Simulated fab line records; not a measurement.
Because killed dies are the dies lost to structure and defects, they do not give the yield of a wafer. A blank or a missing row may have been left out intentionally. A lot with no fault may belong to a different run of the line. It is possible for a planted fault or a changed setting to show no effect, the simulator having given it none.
Matching of chambers	flow nandHarc	pecvd-03 running NHARC_A_STAIRCASE_DEP_151: 3 sister chambers
The step deposits SiO2, target thk 7200 nm. 16 wafers are shown with their chamber, then 8 later ones without.

WAFERS WITH THEIR CHAMBER
wafer	chamber	heaterPowerW (W)
L075.2	1	701
L075.4	1	618
L075.6	2	534
L078.1	2	544
L078.5	1	615
L078.6	2	514
L078.2	0	699
L078.3	1	758
L078.4	0	583
L081.1	1	759
L081.3	2	563
L081.6	1	611
L081.2	0	711
L081.4	2	534
L081.5	0	567
L085.1	2	599

SIGNATURES (averages over the wafers above)
reading	chamber 0	chamber 1	chamber 2	scatter within a chamber
heaterPowerW	640.00	677.00	548.00	60.1
Rule: for a wafer and a chamber, the distance is found by dividing, reading by reading, the gap between the wafer's reading and the chamber's mean by the reading's scatter, squaring, summing and taking the root. If the next closest chamber is less than 2 further off than the closest, the wafer can't be placed; otherwise it belongs to the closest. How the scatter is found: for the shown wafers, subtract from each reading the mean of its chamber, square and add these, divide the total by (wafers less chambers), then take the root.

WAFERS WITH NO CHAMBER GIVEN
wafer	heaterPowerW (W)
L085.2	755
L085.6	593
L085.3	583
L085.4	619
L085.5	532
L097.3	621
L097.4	520
L097.6	594

EACH ONE'S CHAMBER
wafer	from the rows above	in truth
L085.2	can't be placed: 1 or 0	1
L085.6	can't be placed: 2 or 0 or 1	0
L085.3	can't be placed: 2 or 0 or 1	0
L085.4	can't be placed: 0 or 1 or 2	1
L085.5	can't be placed: 2 or 0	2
L097.3	can't be placed: 0 or 1 or 2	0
L097.4	can't be placed: 2 or 0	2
L097.6	can't be placed: 0 or 2 or 1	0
Correct placement for 0 of the 8. Can't be placed from these rows: 8 (the true chamber is among the candidates in 8). 0 placed wrongly.
